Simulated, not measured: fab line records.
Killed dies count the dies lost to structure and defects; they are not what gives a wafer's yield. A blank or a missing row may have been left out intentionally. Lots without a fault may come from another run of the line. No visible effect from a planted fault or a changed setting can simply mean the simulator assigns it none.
The tool behind it: which one? || flow n5 finfet || Sampling: 24 lots, 72 wafers, 3 of 1938 route steps

WHAT EACH GAUGE READ, for each wafer
N5_BEOL_M14_CD_MEAS_28: the cd target is 284.4 nm. Usual: cd nm 283.9 nm, standard deviation 2.
{"lot": "L075", "measured": "day 11 21:43", "on": "cd sem-01", "cd nm (nm)": "285.7 283.7 285.0", "flag": ""}
{"lot": "L074", "measured": "day 12 06:48", "on": "cd sem-01", "cd nm (nm)": "284.0 283.9 280.8", "flag": ""}
{"lot": "L078", "measured": "day 12 15:38", "on": "cd sem-01", "cd nm (nm)": "280.5 279.0 281.0", "flag": ""}
{"lot": "L076", "measured": "day 12 20:47", "on": "cd sem-03", "cd nm (nm)": "285.5 285.7 286.1", "flag": ""}
{"lot": "L079", "measured": "day 12 22:41", "on": "cd sem-02", "cd nm (nm)": "283.2 285.4 282.6", "flag": ""}
{"lot": "L077", "measured": "day 13 01:53", "on": "cd sem-02", "cd nm (nm)": "287.2 285.4 285.7", "flag": ""}
{"lot": "L081", "measured": "day 13 02:08", "on": "cd sem-02", "cd nm (nm)": "283.4 284.3 281.9", "flag": ""}
{"lot": "L080", "measured": "day 13 06:37", "on": "cd sem-01", "cd nm (nm)": "284.3 284.2 284.4", "flag": ""}
{"lot": "L082", "measured": "day 13 21:21", "on": "cd sem-01", "cd nm (nm)": "284.3 282.7 283.7", "flag": ""}
{"lot": "L083", "measured": "day 13 23:41", "on": "cd sem-02", "cd nm (nm)": "282.7 284.7 284.3", "flag": ""}
{"lot": "L085", "measured": "day 13 23:43", "on": "cd sem-03", "cd nm (nm)": "281.4 279.1 279.5", "flag": ""}
{"lot": "L084", "measured": "day 14 02:25", "on": "cd sem-01", "cd nm (nm)": "283.2 284.5 282.1", "flag": ""}
{"lot": "L087", "measured": "day 14 18:23", "on": "cd sem-02", "cd nm (nm)": "280.2 282.7 280.2", "flag": ""}
{"lot": "L086", "measured": "day 15 05:00", "on": "cd sem-02", "cd nm (nm)": "282.8 280.7 280.5", "flag": ""}
{"lot": "L088", "measured": "day 15 12:00", "on": "cd sem-03", "cd nm (nm)": "282.5 286.2 288.2", "flag": ""}
{"lot": "L090", "measured": "day 15 13:09", "on": "cd sem-03", "cd nm (nm)": "281.5 286.2 284.8", "flag": ""}
{"lot": "L093", "measured": "day 16 06:58", "on": "cd sem-03", "cd nm (nm)": "282.6 285.5 284.5", "flag": ""}
{"lot": "L092", "measured": "day 16 07:22", "on": "cd sem-03", "cd nm (nm)": "283.1 282.8 282.4", "flag": ""}
{"lot": "L094", "measured": "day 16 07:35", "on": "cd sem-01", "cd nm (nm)": "281.3 284.1 284.2", "flag": ""}
{"lot": "L091", "measured": "day 16 07:49", "on": "cd sem-03", "cd nm (nm)": "288.0 286.8 286.1", "flag": ""}
{"lot": "L089", "measured": "day 16 08:07", "on": "cd sem-03", "cd nm (nm)": "284.1 282.8 285.9", "flag": ""}
{"lot": "L095", "measured": "day 17 04:23", "on": "cd sem-02", "cd nm (nm)": "285.0 283.7 286.7", "flag": ""}
{"lot": "L096", "measured": "day 17 07:05", "on": "cd sem-01", "cd nm (nm)": "285.5 284.7 287.0", "flag": ""}
{"lot": "L097", "measured": "day 17 10:14", "on": "cd sem-02", "cd nm (nm)": "283.0 285.8 285.8", "flag": ""}

N5_BEOL_M14_INSPECT_30: inspects for defects (macro). Usual: raw defect count 1.9, standard deviation 1.3.
{"lot": "L075", "measured": "day 11 21:47", "on": "defect inspect-02", "raw defect count": "0 2 2", "flag": ""}
{"lot": "L074", "measured": "day 12 06:52", "on": "defect inspect-01", "raw defect count": "2 1 4", "flag": ""}
{"lot": "L078", "measured": "day 12 15:41", "on": "defect inspect-01", "raw defect count": "2 1 1", "flag": ""}
{"lot": "L076", "measured": "day 12 20:50", "on": "defect inspect-02", "raw defect count": "1 0 2", "flag": ""}
{"lot": "L079", "measured": "day 12 22:44", "on": "defect inspect-02", "raw defect count": "0 2 4", "flag": ""}
{"lot": "L077", "measured": "day 13 01:56", "on": "defect inspect-01", "raw defect count": "1 2 4", "flag": ""}
{"lot": "L081", "measured": "day 13 02:11", "on": "defect inspect-01", "raw defect count": "4 0 2", "flag": ""}
{"lot": "L080", "measured": "day 13 06:40", "on": "defect inspect-02", "raw defect count": "3 0 1", "flag": ""}
{"lot": "L082", "measured": "day 13 21:24", "on": "defect inspect-01", "raw defect count": "0 2 1", "flag": ""}
{"lot": "L083", "measured": "day 13 23:44", "on": "defect inspect-01", "raw defect count": "1 3 2", "flag": ""}
{"lot": "L085", "measured": "day 13 23:46", "on": "defect inspect-01", "raw defect count": "1 2 2", "flag": ""}
{"lot": "L084", "measured": "day 14 02:28", "on": "defect inspect-02", "raw defect count": "2 0 2", "flag": ""}
{"lot": "L087", "measured": "day 14 18:26", "on": "defect inspect-02", "raw defect count": "2 1 2", "flag": ""}
{"lot": "L086", "measured": "day 15 05:03", "on": "defect inspect-01", "raw defect count": "5 3 3", "flag": ""}
{"lot": "L088", "measured": "day 15 12:04", "on": "defect inspect-02", "raw defect count": "2 1 3", "flag": ""}
{"lot": "L090", "measured": "day 15 13:13", "on": "defect inspect-01", "raw defect count": "2 2 2", "flag": ""}
{"lot": "L093", "measured": "day 16 07:01", "on": "defect inspect-01", "raw defect count": "5 1 2", "flag": ""}
{"lot": "L092", "measured": "day 16 07:25", "on": "defect inspect-02", "raw defect count": "1 2 2", "flag": ""}
{"lot": "L094", "measured": "day 16 07:38", "on": "defect inspect-01", "raw defect count": "2 4 1", "flag": ""}
{"lot": "L091", "measured": "day 16 07:52", "on": "defect inspect-02", "raw defect count": "2 0 1", "flag": ""}
{"lot": "L089", "measured": "day 16 08:10", "on": "defect inspect-01", "raw defect count": "0 3 4", "flag": ""}
{"lot": "L095", "measured": "day 17 04:26", "on": "defect inspect-01", "raw defect count": "1 3 5", "flag": ""}
{"lot": "L096", "measured": "day 17 07:09", "on": "defect inspect-01", "raw defect count": "2 2 6", "flag": ""}
{"lot": "L097", "measured": "day 17 10:17", "on": "defect inspect-01", "raw defect count": "0 1 4", "flag": ""}

WHAT TOOL EACH LOT RAN ON (gives the tool, then ch and the chambers of the sampled wafers, and finally the start)
{"lot": "L075", "N5_BEOL_M13_SPUTTER_43": "pvd sputter-01, day 11 18:46"}
{"lot": "L074", "N5_BEOL_M13_SPUTTER_43": "pvd sputter-02, day 12 03:52"}
{"lot": "L078", "N5_BEOL_M13_SPUTTER_43": "pvd sputter-01, day 12 12:58"}
{"lot": "L076", "N5_BEOL_M13_SPUTTER_43": "pvd sputter-02, day 12 18:13"}
{"lot": "L079", "N5_BEOL_M13_SPUTTER_43": "pvd sputter-01, day 12 19:59"}
{"lot": "L077", "N5_BEOL_M13_SPUTTER_43": "pvd sputter-03, day 12 22:58"}
{"lot": "L081", "N5_BEOL_M13_SPUTTER_43": "pvd sputter-02, day 12 23:17"}
{"lot": "L080", "N5_BEOL_M13_SPUTTER_43": "pvd sputter-03, day 13 03:43"}
{"lot": "L082", "N5_BEOL_M13_SPUTTER_43": "pvd sputter-01, day 13 18:24"}
{"lot": "L083", "N5_BEOL_M13_SPUTTER_43": "pvd sputter-01, day 13 21:06"}
{"lot": "L085", "N5_BEOL_M13_SPUTTER_43": "pvd sputter-02, day 13 21:08"}
{"lot": "L084", "N5_BEOL_M13_SPUTTER_43": "pvd sputter-02, day 13 23:47"}
{"lot": "L087", "N5_BEOL_M13_SPUTTER_43": "pvd sputter-03, day 14 15:29"}
{"lot": "L086", "N5_BEOL_M13_SPUTTER_43": "pvd sputter-03, day 14 23:12"}
{"lot": "L088", "N5_BEOL_M13_SPUTTER_43": "pvd sputter-01, day 15 09:26"}
{"lot": "L090", "N5_BEOL_M13_SPUTTER_43": "pvd sputter-03, day 15 09:56"}
{"lot": "L093", "N5_BEOL_M13_SPUTTER_43": "pvd sputter-02, day 16 03:20"}
{"lot": "L092", "N5_BEOL_M13_SPUTTER_43": "pvd sputter-02, day 16 03:39"}
{"lot": "L094", "N5_BEOL_M13_SPUTTER_43": "pvd sputter-01, day 16 03:56"}
{"lot": "L091", "N5_BEOL_M13_SPUTTER_43": "pvd sputter-02, day 16 03:58"}
{"lot": "L089", "N5_BEOL_M13_SPUTTER_43": "pvd sputter-02, day 16 04:17"}
{"lot": "L095", "N5_BEOL_M13_SPUTTER_43": "pvd sputter-01, day 17 01:41"}
{"lot": "L096", "N5_BEOL_M13_SPUTTER_43": "pvd sputter-02, day 17 04:17"}
{"lot": "L097", "N5_BEOL_M13_SPUTTER_43": "pvd sputter-01, day 17 07:32"}
- N5_BEOL_M13_SPUTTER_43: material TaN, target thk 15 nm, time 24.19 s.

AS READ BY THE TOOLS THEMSELVES (means over the sampled wafers that have a number; for cases with no such wafer, the mark the record gives instead)
N5_BEOL_M13_SPUTTER_43. Usual: susceptor temp C 50.02 C, standard deviation 0.12; throttle valve pct 29.9 %, standard deviation 0.9.
{"lot": "L075", "tool": "pvd sputter-01", "susceptor temp C (C)": 49.96, "throttle valve pct (%)": 29.2, "flag": ""}
{"lot": "L074", "tool": "pvd sputter-02", "susceptor temp C (C)": 50.09, "throttle valve pct (%)": 29.7, "flag": ""}
{"lot": "L078", "tool": "pvd sputter-01", "susceptor temp C (C)": 50.00, "throttle valve pct (%)": 29.8, "flag": ""}
{"lot": "L076", "tool": "pvd sputter-02", "susceptor temp C (C)": 50.10, "throttle valve pct (%)": 28.9, "flag": ""}
{"lot": "L079", "tool": "pvd sputter-01", "susceptor temp C (C)": 50.08, "throttle valve pct (%)": 29.6, "flag": ""}
{"lot": "L077", "tool": "pvd sputter-03", "susceptor temp C (C)": 50.08, "throttle valve pct (%)": 30.1, "flag": ""}
{"lot": "L081", "tool": "pvd sputter-02", "susceptor temp C (C)": 50.07, "throttle valve pct (%)": 29.6, "flag": ""}
{"lot": "L080", "tool": "pvd sputter-03", "susceptor temp C (C)": 50.07, "throttle valve pct (%)": 30.1, "flag": ""}
{"lot": "L082", "tool": "pvd sputter-01", "susceptor temp C (C)": 50.02, "throttle valve pct (%)": 30.2, "flag": ""}
{"lot": "L083", "tool": "pvd sputter-01", "susceptor temp C (C)": 49.94, "throttle valve pct (%)": 30.8, "flag": ""}
{"lot": "L085", "tool": "pvd sputter-02", "susceptor temp C (C)": 49.94, "throttle valve pct (%)": 29.4, "flag": ""}
{"lot": "L084", "tool": "pvd sputter-02", "susceptor temp C (C)": 49.96, "throttle valve pct (%)": 29.0, "flag": ""}
{"lot": "L087", "tool": "pvd sputter-03", "susceptor temp C (C)": 50.07, "throttle valve pct (%)": 30.2, "flag": ""}
{"lot": "L086", "tool": "pvd sputter-03", "susceptor temp C (C)": 49.96, "throttle valve pct (%)": 30.1, "flag": ""}
{"lot": "L088", "tool": "pvd sputter-01", "susceptor temp C (C)": 49.99, "throttle valve pct (%)": 30.1, "flag": ""}
{"lot": "L090", "tool": "pvd sputter-03", "susceptor temp C (C)": 50.23, "throttle valve pct (%)": 30.2, "flag": ""}
{"lot": "L093", "tool": "pvd sputter-02", "susceptor temp C (C)": 50.08, "throttle valve pct (%)": 30.0, "flag": ""}
{"lot": "L092", "tool": "pvd sputter-02", "susceptor temp C (C)": 50.00, "throttle valve pct (%)": 30.0, "flag": ""}
{"lot": "L094", "tool": "pvd sputter-01", "susceptor temp C (C)": 49.83, "throttle valve pct (%)": 29.8, "flag": ""}
{"lot": "L091", "tool": "pvd sputter-02", "susceptor temp C (C)": 49.98, "throttle valve pct (%)": 29.9, "flag": ""}
{"lot": "L089", "tool": "pvd sputter-02", "susceptor temp C (C)": 50.05, "throttle valve pct (%)": 29.1, "flag": ""}
{"lot": "L095", "tool": "pvd sputter-01", "susceptor temp C (C)": 50.05, "throttle valve pct (%)": 30.2, "flag": ""}
{"lot": "L096", "tool": "pvd sputter-02", "susceptor temp C (C)": 50.06, "throttle valve pct (%)": 29.1, "flag": ""}
{"lot": "L097", "tool": "pvd sputter-01", "susceptor temp C (C)": 49.90, "throttle valve pct (%)": 30.4, "flag": ""}

THE ANSWER, worked out from the rows above alone
Rule: a lot counts as off when the mean over its wafers that have a number is more than 3 standard deviations away from the usual mean. A lot without any number at a reading at which 4 lots or more have one is off too. Any other lot the step has rows for is counted as sound. The gauges are gone through in route order, then the tools' own readings, and for those a lot's mean is taken as printed above. At the first step where some lot is off, the reading lying furthest off is the one used; lots without a number count as furthest.
Across all readings shown, no lot is off: no conclusion can be drawn from this.

WHAT THE SIMULATOR HAD PUT IN
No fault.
